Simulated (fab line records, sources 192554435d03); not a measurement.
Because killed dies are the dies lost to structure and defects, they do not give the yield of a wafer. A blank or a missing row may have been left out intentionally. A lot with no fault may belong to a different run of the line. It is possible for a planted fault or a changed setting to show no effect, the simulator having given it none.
Matching of chambers + flow n5Finfet + aldMetal-01 running N5_BEOL_M11_ALD_74: 4 sister chambers
The step deposits TaN, target thk 2 nm, pulse time 2 s, purge time 3 s. 7 wafers are shown with their chamber, then 8 later ones without.

WAFERS WITH THEIR CHAMBER
| wafer  | chamber | heaterPowerOuterW (W) | heaterPowerW (W) |
|--------|---------|-----------------------|------------------|
| L077.1 | 3       | 239                   | 407              |
| L081.3 | 3       | 239                   | 427              |
| L081.4 | 2       | 256                   | 431              |
| L085.1 | 1       | 234                   | 435              |
| L085.2 | 0       | 214                   | 422              |
| L085.6 | 1       | 245                   | 439              |
| L086.3 | 2       | 251                   | 449              |

WAFERS WHOSE CHAMBER IS MISSING
| wafer  | heaterPowerOuterW (W) | heaterPowerW (W) |
|--------|-----------------------|------------------|
| L086.4 | 240                   | 424              |
| L086.5 | 240                   | 415              |
| L090.2 | 215                   | 420              |
| L090.3 | 237                   | 417              |
| L090.4 | 239                   | 439              |
| L093.1 | 234                   | 402              |
| L093.4 | 206                   | 404              |
| L093.5 | 212                   | 391              |

EACH ONE'S CHAMBER
| wafer  | from the rows above     | in truth                   |
|--------|-------------------------|----------------------------|
| L086.4 | can't be placed: 3 or 1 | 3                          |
| L086.5 | can't be placed: 3 or 1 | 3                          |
| L090.2 | 0                       | 0                          |
| L090.3 | can't be placed: 3 or 1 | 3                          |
| L090.4 | can't be placed: 1 or 3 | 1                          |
| L093.1 | can't be placed: 3 or 1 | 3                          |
| L093.4 | 0                       | 0                          |
| L093.5 | 0                       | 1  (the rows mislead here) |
Placed correctly: 2 of 8. From these rows, 5 cannot be placed; in 5 the true chamber is one of the candidates. Number placed wrongly: 1.
How it was worked out, from the rows above alone: a wafer's distance from a chamber is the root of the sum, over the readings, of the square of ((its reading less the chamber's mean) divided by the reading's scatter). The wafer belongs to the nearest chamber; if the next one is less than 2 further off, it can't be placed. The mean given for a chamber averages the wafers shown for that chamber. How the scatter is found: for the shown wafers, subtract from each reading the mean of its chamber, square and add these, divide the total by (wafers less chambers), then take the root.
